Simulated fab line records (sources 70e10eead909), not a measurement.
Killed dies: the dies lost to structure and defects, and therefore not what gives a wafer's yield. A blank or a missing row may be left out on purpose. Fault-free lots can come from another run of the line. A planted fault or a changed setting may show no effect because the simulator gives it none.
What tool caused it?	flow nand-harc	24 lots with 72 wafers sampled at 6 steps, on a route of 1302 steps

## WHAT THE GAUGES SHOWED, per wafer
The record holds no reading of a measuring or inspecting step that can be judged against a usual standard deviation.

## EACH LOT AND THE TOOL THAT RAN IT (in order: tool; ch and the chambers of the sampled wafers; start)
lot	NHARC_A_CONTACT_ETCH_111	NHARC_A_CONTACT_ETCH_120	NHARC_A_CONTACT_ETCH_123	NHARC_A_CONTACT_ETCH_96	NHARC_A_CONTACT_STRIP_55	NHARC_A_CONTACT_ETCH_77
L074	har-cap-etch-02 ch 0,1, day 21 12:44	har-cap-etch-02 ch 0,1, day 21 14:17	har-cap-etch-02 ch 0,1, day 21 14:48	rie-diel-13 ch 0,2, day 21 15:56	rie-diel-13 ch 0,1,2, no start	rie-diel-13 ch 0,2, no start
L075	har-cap-etch-02 ch 0,1, day 22 00:53	har-cap-etch-02 ch 0,1, day 22 02:27	har-cap-etch-02 ch 0,1, day 22 03:05	rie-diel-11 ch 0,1,3, no start	rie-diel-13 ch 0,1,2, no start	rie-diel-11 ch 0,1, no start
L077	har-cap-etch-01 ch 1, day 22 13:00	har-cap-etch-01 ch 1, day 22 14:34	har-cap-etch-01 ch 1, day 22 15:08	rie-diel-02 ch 0,2, day 22 16:19	rie-diel-02 ch 0,2, no start	rie-diel-11 ch 2,3, no start
L076	har-cap-etch-03 ch 0,1, day 22 13:43	har-cap-etch-03 ch 0,1, day 22 15:47	har-cap-etch-03 ch 0,1, day 22 16:29	rie-diel-11 ch 0,1,2, no start	rie-diel-11 ch 0,1,2, no start	rie-diel-13 ch 0,1, no start
L079	har-cap-etch-01 ch 0,1, day 23 15:01	har-cap-etch-01 ch 0,1, day 23 17:06	har-cap-etch-01 ch 0,1, day 23 17:52	rie-diel-11 ch 0,2, no start	rie-diel-11 ch 0,2, no start	rie-diel-02 ch 0,1,3, no start
L078	har-cap-etch-03 ch 0,1, day 23 21:37	har-cap-etch-03 ch 0,1, day 23 23:10	har-cap-etch-03 ch 0,1, day 23 23:44	rie-diel-11 ch 2,3, no start	rie-diel-11 ch 1,2,3, no start	rie-diel-02 ch 1,2,3, no start
L080	har-cap-etch-02 ch 0,1, day 24 16:46	har-cap-etch-02 ch 0,1, day 24 18:20	har-cap-etch-02 ch 0,1, day 24 18:50	rie-diel-13 ch 2,3, no start	rie-diel-11 ch 1,2,3, no start	rie-diel-11 ch 0,1,3, no start
L082	har-cap-etch-01 ch 0,1, day 24 18:36	har-cap-etch-01 ch 0,1, day 24 20:10	har-cap-etch-01 ch 0,1, day 24 20:44	rie-diel-11 ch 1,3, no start	rie-diel-11 ch 0,1,3, no start	rie-diel-11 ch 0,1, no start
L081	har-cap-etch-01 ch 1, day 25 07:47	har-cap-etch-01 ch 1, day 25 09:20	har-cap-etch-01 ch 1, day 25 09:55	rie-diel-02 ch 0,1,3, no start	rie-diel-02 ch 1,2,3, no start	rie-diel-02 ch 0,2,3, no start
L083	har-cap-etch-02 ch 0,1, day 25 11:34	har-cap-etch-02 ch 0,1, day 25 13:08	har-cap-etch-02 ch 0,1, day 25 13:39	rie-diel-13 ch 1,2,3, no start	rie-diel-02 ch 0,2,3, no start	rie-diel-11 ch 1,2,3, no start
L085	har-cap-etch-03 ch 0,1, day 25 11:55	har-cap-etch-03 ch 0,1, day 25 13:29	har-cap-etch-03 ch 0,1, day 25 14:07	rie-diel-11 ch 1,3, day 25 15:04	rie-diel-11 ch 1,3, no start	rie-diel-02 ch 1,3, no start
L084	har-cap-etch-03 ch 0,1, day 25 19:49	har-cap-etch-03 ch 0,1, day 25 21:23	har-cap-etch-03 ch 0,1, day 25 21:55	rie-diel-11 ch 1,2,3, no start	rie-diel-11 ch 0,2,3, no start	rie-diel-11 ch 1,2,3, no start
L086	har-cap-etch-03 ch 0,1, day 26 03:54	har-cap-etch-03 ch 0,1, day 26 05:28	har-cap-etch-03 ch 0,1, day 26 06:09	rie-diel-13 ch 0,3, no start	rie-diel-11 ch 0,2,3, no start	rie-diel-02 ch 0,1,3, no start
L087	har-cap-etch-01 ch 0,1, day 26 13:46	har-cap-etch-01 ch 0,1, day 26 15:20	har-cap-etch-01 ch 0,1, day 26 15:55	rie-diel-02 ch 0,1,3, day 26 16:59	rie-diel-11 ch 2,3, no start	rie-diel-11 ch 0,3, no start
L088	har-cap-etch-03 ch 0,1, day 27 04:25	har-cap-etch-03 ch 0,1, day 27 05:59	har-cap-etch-03 ch 0,1, day 27 06:34	rie-diel-11 ch 1,3, no start	rie-diel-11 ch 1,3, no start	rie-diel-11 ch 0,1,2, no start
L089	har-cap-etch-01 ch 0,1, day 27 05:19	har-cap-etch-01 ch 0,1, day 27 06:53	har-cap-etch-01 ch 0,1, day 27 07:23	rie-diel-13 ch 1,2,3, no start	rie-diel-11 ch 1,2, no start	rie-diel-02 ch 1,2,3, no start
L090	har-cap-etch-03 ch 0,1, day 28 02:49	har-cap-etch-03 ch 0,1, day 28 04:23	har-cap-etch-03 ch 0,1, day 28 04:53	rie-diel-11 ch 0,1,3, no start	rie-diel-11 ch 0,2, no start	rie-diel-11 ch 1,2, no start
L091	har-cap-etch-03 ch 0,1, day 28 16:08	har-cap-etch-03 ch 0,1, day 28 17:42	har-cap-etch-03 ch 0,1, day 28 18:16	rie-diel-13 ch 0,1,3, no start	rie-diel-13 ch 0,1,3, no start	rie-diel-02 ch 1,2,3, no start
L093	har-cap-etch-03 ch 0,1, day 29 04:10	har-cap-etch-03 ch 0,1, day 29 05:55	har-cap-etch-03 ch 0,1, day 29 06:41	rie-diel-11 ch 1,2,3, no start	rie-diel-11 ch 0,1, no start	rie-diel-11 ch 0,1,2, no start
L092	har-cap-etch-01 ch 0,1, day 29 06:50	har-cap-etch-01 ch 0,1, day 29 08:24	har-cap-etch-01 ch 0,1, day 29 08:58	rie-diel-11 ch 0,1,3, no start	rie-diel-11 ch 0,1,2, no start	rie-diel-02 ch 0,1,2, no start
L094	har-cap-etch-03 ch 1, day 29 15:24	har-cap-etch-03 ch 1, day 29 16:57	har-cap-etch-03 ch 1, day 29 17:31	rie-diel-13 ch 0,2,3, no start	rie-diel-11 ch 2,3, no start	rie-diel-11 ch 0,2, no start
L097	har-cap-etch-02 ch 0,1, day 30 08:56	har-cap-etch-02 ch 0,1, day 30 10:30	har-cap-etch-02 ch 0,1, day 30 11:01	rie-diel-02 ch 0,1,2, no start	rie-diel-02 ch 0,1,3, no start	rie-diel-11 ch 0,1,2, no start
L096	har-cap-etch-03 ch 0,1, day 30 10:48	har-cap-etch-03 ch 0,1, day 30 12:21	har-cap-etch-03 ch 0,1, day 30 12:55	rie-diel-11 ch 0,1,2, no start	rie-diel-11 ch 1,3, no start	rie-diel-11 ch 0,1, no start
L095	har-cap-etch-02 ch 0,1, day 30 12:52	har-cap-etch-02 ch 0,1, day 30 14:26	har-cap-etch-02 ch 0,1, day 30 15:01	rie-diel-11 ch 1,2, no start	rie-diel-13 ch 0,1,2, no start	rie-diel-02 ch 2,3, no start
- NHARC_A_CONTACT_ETCH_111: etches the open film in C4F8/O2/Ar, time 140 s, target depth 700 nm.
- NHARC_A_CONTACT_ETCH_120: etches the open film in C4F8/O2/Ar, time 190 s, target depth 1850 nm.
- NHARC_A_CONTACT_ETCH_123: etches the open film in C4F8/O2/Ar, time 490 s, target depth 2110 nm.
- NHARC_A_CONTACT_ETCH_96: etches the open film in C4F6/O2, target depth 20 nm, time 10 s.
- NHARC_A_CONTACT_STRIP_55: strips in O2.
- NHARC_A_CONTACT_ETCH_77: etches the open film in CF4/CHF3, target depth 108.9 nm, time 54.5 s.

## WHAT THE TOOLS THEMSELVES READ (means of the sampled wafers that have a number; where no wafer has one, the mark that the record gives instead)
NHARC_A_CONTACT_ETCH_96. Usual: c4f6-flow-sccm 25.00 sccm, standard deviation 0.071; drypump-motor-current-A 5.8 A, standard deviation 0.31; oes-product-au 0.971 a.u., standard deviation 0.026; rf-vpp-V 549 V, standard deviation 3.7; showerhead-plenum-p-Torr 4.01 Torr, standard deviation 0.17; throttle-valve-pct 26.904 %, standard deviation 0.0088.
lot	tool	c4f6-flow-sccm (sccm)	drypump-motor-current-A (A)	oes-product-au (a.u.)	rf-vpp-V (V)	showerhead-plenum-p-Torr (Torr)	throttle-valve-pct (%)	flag
L074	rie-diel-13	25.00	5.9	0.937	546	3.92	26.901	
L075	rie-diel-11	24.99	5.9	1.000	552	4.12	26.901	
L077	rie-diel-02	24.99	6.0	0.973	548	3.97	26.912	
L076	rie-diel-11	24.94	5.8	0.936	550	4.05	26.903	
L079	rie-diel-11	24.94	5.8	0.990	547	3.89	26.905	
L078	rie-diel-11	25.07	5.8	0.995	546	3.86	26.903	
L080	rie-diel-13	24.99	5.5	1.008	547	3.92	26.894	
L082	rie-diel-11	24.94	5.8	0.990	551	4.12	26.910	
L081	rie-diel-02	25.03	5.7	0.994	548	4.03	26.905	
L083	rie-diel-13	24.99	5.8	1.000	548	3.99	26.907	
L085	rie-diel-11	25.06	5.8	0.987	548	4.02	26.913	
L084	rie-diel-11	24.89	5.8	0.947	548	3.95	26.898	
L086	rie-diel-13	24.99	5.4	0.992	547	3.97	26.902	
L087	rie-diel-02	25.08	5.7	0.985	550	4.02	26.900	
L088	rie-diel-11	25.00	5.8	0.995	551	4.11	26.909	
L089	rie-diel-13	24.92	5.8	0.952	549	3.98	26.901	
L090	rie-diel-11	24.99	5.9	0.943	550	4.10	26.905	
L091	rie-diel-13	24.97	5.6	0.955	549	4.02	26.898	
L093	rie-diel-11	24.99	5.8	0.941	547	3.94	26.906	
L092	rie-diel-11	25.00	5.9	0.946	551	4.10	26.900	
L094	rie-diel-13	24.96	5.6	0.952	547	3.91	26.895	
L097	rie-diel-02	25.02	5.8	0.938	548	3.99	26.911	
L096	rie-diel-11	25.04	5.8	0.993	549	4.03	26.904	
L095	rie-diel-11	25.07	5.7	0.962	545	3.88	26.907	

NHARC_A_CONTACT_STRIP_55. Usual: drypump-motor-current-A 5.79 A, standard deviation 0.27; oes-product-au 0.994 a.u., standard deviation 0.012; rf-vpp-V 58.1 V, standard deviation 0.86; showerhead-plenum-p-Torr 3.60 Torr, standard deviation 0.17; throttle-valve-pct 17.036 %, standard deviation 0.0098.
lot	tool	drypump-motor-current-A (A)	oes-product-au (a.u.)	rf-vpp-V (V)	showerhead-plenum-p-Torr (Torr)	throttle-valve-pct (%)	flag
L074	rie-diel-13	5.88	0.998	57.9	3.63	17.041	
L075	rie-diel-13	5.88	1.001	58.0	3.62	17.035	
L077	rie-diel-02	6.04	0.996	58.3	3.58	17.035	
L076	rie-diel-11	5.80	0.987	57.9	3.65	17.027	
L079	rie-diel-11	5.81	0.974	57.7	3.50	17.032	
L078	rie-diel-11	5.77	0.983	57.6	3.56	17.042	
L080	rie-diel-11	5.76	0.992	57.0	3.56	17.031	
L082	rie-diel-11	5.89	0.987	58.3	3.70	17.039	
L081	rie-diel-02	5.37	0.992	58.3	3.56	17.042	
L083	rie-diel-02	5.60	0.991	57.5	3.51	17.034	
L085	rie-diel-11	5.80	0.990	58.8	3.70	17.032	
L084	rie-diel-11	5.86	0.989	58.5	3.55	17.039	
L086	rie-diel-11	5.88	0.990	57.3	3.55	17.029	
L087	rie-diel-11	5.84	1.004	58.5	3.46	17.033	
L088	rie-diel-11	5.89	1.005	57.9	3.61	17.043	
L089	rie-diel-11	5.70	0.986	58.3	3.64	17.031	
L090	rie-diel-11	5.80	0.991	58.0	3.49	17.039	
L091	rie-diel-13	5.59	1.008	58.4	3.62	17.044	
L093	rie-diel-11	5.92	1.011	58.5	3.78	17.035	
L092	rie-diel-11	5.80	1.004	58.2	3.63	17.030	
L094	rie-diel-11	5.86	1.003	57.8	3.45	17.033	
L097	rie-diel-02	5.74	0.996	58.0	3.60	17.036	
L096	rie-diel-11	5.79	0.981	57.2	3.69	17.038	
L095	rie-diel-13	5.87	1.000	57.3	3.59	17.040	

NHARC_A_CONTACT_ETCH_77. Usual: drypump-motor-current-A 5.7 A, standard deviation 0.34; oes-product-au 0.928 a.u., standard deviation 0.02; rf-vpp-V 371.7 V, standard deviation 2.6; showerhead-plenum-p-Torr 1.61 Torr, standard deviation 0.073; throttle-valve-pct 16.803 %, standard deviation 0.0087.
lot	tool	drypump-motor-current-A (A)	oes-product-au (a.u.)	rf-vpp-V (V)	showerhead-plenum-p-Torr (Torr)	throttle-valve-pct (%)	flag
L074	rie-diel-13	5.8	0.921	370.7	1.57	16.804	
L075	rie-diel-11	5.8	0.921	375.8	1.70	16.805	
L077	rie-diel-11	5.8	0.958	369.4	1.55	16.806	
L076	rie-diel-13	5.7	0.962	372.3	1.63	16.801	
L079	rie-diel-02	5.7	0.912	372.7	1.62	16.811	
L078	rie-diel-02	5.4	0.920	371.0	1.59	16.801	
L080	rie-diel-11	5.9	0.917	373.3	1.65	16.801	
L082	rie-diel-11	5.9	0.916	374.9	1.69	16.805	
L081	rie-diel-02	5.6	0.921	370.0	1.57	16.806	
L083	rie-diel-11	5.8	0.916	371.2	1.58	16.801	
L085	rie-diel-02	5.3	0.962	371.1	1.59	16.795	
L084	rie-diel-11	5.8	0.912	370.4	1.58	16.807	
L086	rie-diel-02	5.7	0.952	371.9	1.61	16.809	
L087	rie-diel-11	6.0	0.930	372.5	1.65	16.805	
L088	rie-diel-11	5.8	0.921	372.6	1.62	16.809	
L089	rie-diel-02	5.4	0.925	371.7	1.59	16.805	
L090	rie-diel-11	5.7	0.913	372.6	1.62	16.800	
L091	rie-diel-02	5.3	0.960	370.8	1.58	16.802	
L093	rie-diel-11	5.8	0.919	372.4	1.62	16.794	
L092	rie-diel-02	5.8	0.925	371.3	1.60	16.807	
L094	rie-diel-11	5.9	0.919	372.3	1.62	16.803	
L097	rie-diel-11	5.8	0.920	372.5	1.62	16.809	
L096	rie-diel-11	5.8	0.901	374.4	1.69	16.796	
L095	rie-diel-02	5.2	0.913	369.0	1.53	16.795	

## THE ANSWER, worked out from the rows above alone
Rule: lot off if the mean of its wafers having a number is beyond 3 standard deviations from the usual mean. A lot without any number at a reading at which 4 lots or more have one is off too. The other lots that the step has rows for count as sound. After the gauges, taken in route order, come the tools' own readings; for these a lot's mean is taken, as printed above. The first step at which some lot is off is used, and at that step the reading that is off furthest; a lot without a number counts as furthest.
Across all readings shown, no lot is off: no conclusion can be drawn from this.

## WHAT THE SIMULATOR HAD PUT IN
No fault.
